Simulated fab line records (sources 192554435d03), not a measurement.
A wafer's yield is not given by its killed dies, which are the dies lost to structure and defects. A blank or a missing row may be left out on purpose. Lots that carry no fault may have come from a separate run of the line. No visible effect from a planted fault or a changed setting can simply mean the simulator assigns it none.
Chamber matching / flow n5 finfet / 3 sister chambers for N5_HKMG_FIN_CVD_62 on thermal cvd si-02
The step deposits a-Si from Si2H6, target thk 3 nm, time 20.8 s. 22 wafers are shown with their chamber, then 11 later ones without.

WAFERS PAIRED WITH THEIR CHAMBERS
wafer=L075.3; chamber=1; heater power w (W)=1499; chamber pressure Torr (Torr)=1.0000
wafer=L075.4; chamber=0; heater power w (W)=1282; chamber pressure Torr (Torr)=1.0023
wafer=L075.6; chamber=1; heater power w (W)=1530; chamber pressure Torr (Torr)=0.9969
wafer=L077.1; chamber=1; heater power w (W)=1514; chamber pressure Torr (Torr)=1.0032
wafer=L077.3; chamber=0; heater power w (W)=1326; chamber pressure Torr (Torr)=1.0018
wafer=L077.4; chamber=1; heater power w (W)=1497; chamber pressure Torr (Torr)=0.9978
wafer=L079.1; chamber=1; heater power w (W)=1518; chamber pressure Torr (Torr)=1.0002
wafer=L079.4; chamber=0; heater power w (W)=1260; chamber pressure Torr (Torr)=1.0007
wafer=L079.6; chamber=1; heater power w (W)=1496; chamber pressure Torr (Torr)=0.9947
wafer=L081.1; chamber=1; heater power w (W)=1548; chamber pressure Torr (Torr)=0.9990
wafer=L081.2; chamber=2; heater power w (W)=1295; chamber pressure Torr (Torr)=0.9992
wafer=L081.3; chamber=0; heater power w (W)=1287; chamber pressure Torr (Torr)=1.0015
wafer=L082.2; chamber=1; heater power w (W)=1478; chamber pressure Torr (Torr)=1.0023
wafer=L082.4; chamber=2; heater power w (W)=1276; chamber pressure Torr (Torr)=1.0010
wafer=L082.6; chamber=1; heater power w (W)=1517; chamber pressure Torr (Torr)=1.0008
wafer=L085.3; chamber=1; heater power w (W)=1542; chamber pressure Torr (Torr)=1.0044
wafer=L085.5; chamber=0; heater power w (W)=1314; chamber pressure Torr (Torr)=1.0044
wafer=L085.6; chamber=1; heater power w (W)=1521; chamber pressure Torr (Torr)=1.0036
wafer=L087.2; chamber=1; heater power w (W)=1515; chamber pressure Torr (Torr)=0.9994
wafer=L087.3; chamber=2; heater power w (W)=1336; chamber pressure Torr (Torr)=0.9999
wafer=L087.4; chamber=2; heater power w (W)=1301; chamber pressure Torr (Torr)=1.0015
wafer=L089.4; chamber=1; heater power w (W)=1540; chamber pressure Torr (Torr)=0.9988

SIGNATURES (means of the wafers above)
reading=heater power w; chamber 0=1293.80; chamber 1=1516.54; chamber 2=1302.00; scatter within a chamber=22.5
reading=chamber pressure Torr; chamber 0=1.002140; chamber 1=1.000085; chamber 2=1.000400; scatter within a chamber=0.00235
Rule: a wafer's distance from a chamber is the root of the sum, over the readings, of the square of ((its reading less the chamber's mean) divided by the reading's scatter). If the next closest chamber is less than 2 further off than the closest, the wafer can't be placed; otherwise it belongs to the closest. How the scatter is found: for the shown wafers, subtract from each reading the mean of its chamber, square and add these, divide the total by (wafers less chambers), then take the root.

WAFERS WHOSE CHAMBER IS MISSING
wafer=L089.5; heater power w (W)=1297; chamber pressure Torr (Torr)=1.0008
wafer=L089.6; heater power w (W)=1270; chamber pressure Torr (Torr)=1.0009
wafer=L091.1; heater power w (W)=1262; chamber pressure Torr (Torr)=1.0003
wafer=L091.2; heater power w (W)=1294; chamber pressure Torr (Torr)=0.9984
wafer=L091.5; heater power w (W)=1257; chamber pressure Torr (Torr)=1.0007
wafer=L093.1; heater power w (W)=1316; chamber pressure Torr (Torr)=0.9999
wafer=L093.2; heater power w (W)=1548; chamber pressure Torr (Torr)=1.0030
wafer=L093.3; heater power w (W)=1270; chamber pressure Torr (Torr)=0.9996
wafer=L097.1; heater power w (W)=1288; chamber pressure Torr (Torr)=1.0000
wafer=L097.3; heater power w (W)=1555; chamber pressure Torr (Torr)=0.9976
wafer=L097.6; heater power w (W)=1309; chamber pressure Torr (Torr)=1.0022

EACH ONE'S CHAMBER
wafer=L089.5; from the rows above=can't be placed: 2 or 0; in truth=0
wafer=L089.6; from the rows above=can't be placed: 0 or 2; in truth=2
wafer=L091.1; from the rows above=can't be placed: 0 or 2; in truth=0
wafer=L091.2; from the rows above=can't be placed: 2 or 0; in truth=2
wafer=L091.5; from the rows above=can't be placed: 0 or 2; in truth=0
wafer=L093.1; from the rows above=can't be placed: 2 or 0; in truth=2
wafer=L093.2; from the rows above=1; in truth=1
wafer=L093.3; from the rows above=can't be placed: 2 or 0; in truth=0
wafer=L097.1; from the rows above=can't be placed: 2 or 0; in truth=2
wafer=L097.3; from the rows above=1; in truth=1
wafer=L097.6; from the rows above=can't be placed: 0 or 2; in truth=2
2 of 11 placed correctly. Not placeable from these rows: 9 (in 9, the candidates include the true chamber). Number placed wrongly: 0.
